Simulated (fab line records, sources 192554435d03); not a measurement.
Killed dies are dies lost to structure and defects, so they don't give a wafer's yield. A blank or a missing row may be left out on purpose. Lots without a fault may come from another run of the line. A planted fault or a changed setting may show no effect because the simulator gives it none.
Chamber matching | flow n5_finfet | N5_BEOL_M15_DEP_53 on pecvd-03: 3 sister chambers
The step deposits SiCN from 3MS/NH3, target thk 50 nm, time 17.8 s. 6 wafers are shown with their chamber, then 7 later ones without.

WAFERS WITH THEIR CHAMBER
wafer  | chamber | throttle_valve_pct (%) | showerhead_plenum_p_Torr (Torr)
L076.5 | 1       | 17.8                   | 4.178
L092.4 | 2       | 16.8                   | 4.175
L092.5 | 1       | 18.1                   | 4.171
L092.6 | 0       | 20.1                   | 4.174
L094.1 | 2       | 16.8                   | 4.159
L094.2 | 0       | 20.6                   | 4.184

WAFERS WITHOUT THEIR CHAMBER
wafer  | throttle_valve_pct (%) | showerhead_plenum_p_Torr (Torr)
L094.3 | 18.0                   | 4.181
L095.1 | 20.6                   | 4.184
L095.4 | 16.8                   | 4.170
L095.5 | 20.2                   | 4.172
L097.1 | 16.8                   | 4.171
L097.5 | 17.8                   | 4.168
L097.6 | 20.4                   | 4.168

WHICH CHAMBER EACH WENT THROUGH
wafer  | from the rows above | in truth
L094.3 | 1                   | 1
L095.1 | 0                   | 0
L095.4 | 2                   | 2
L095.5 | 0                   | 0
L097.1 | 2                   | 2
L097.5 | 1                   | 1
L097.6 | 0                   | 0
Placed correctly: 7 of 7. Can't be placed from these rows: 0. Placed wrongly: 0.
How it was worked out, from the rows above alone: a wafer's distance from a chamber is the root of the sum, over the readings, of the square of ((its reading less the chamber's mean) divided by the reading's scatter). The wafer belongs to the nearest chamber; if the next one is less than 2 further off, it can't be placed. A chamber's mean is the mean of its shown wafers. The scatter: the root of (the sum of the squares of (reading less its chamber's mean) over the shown wafers, divided by (wafers less chambers)).
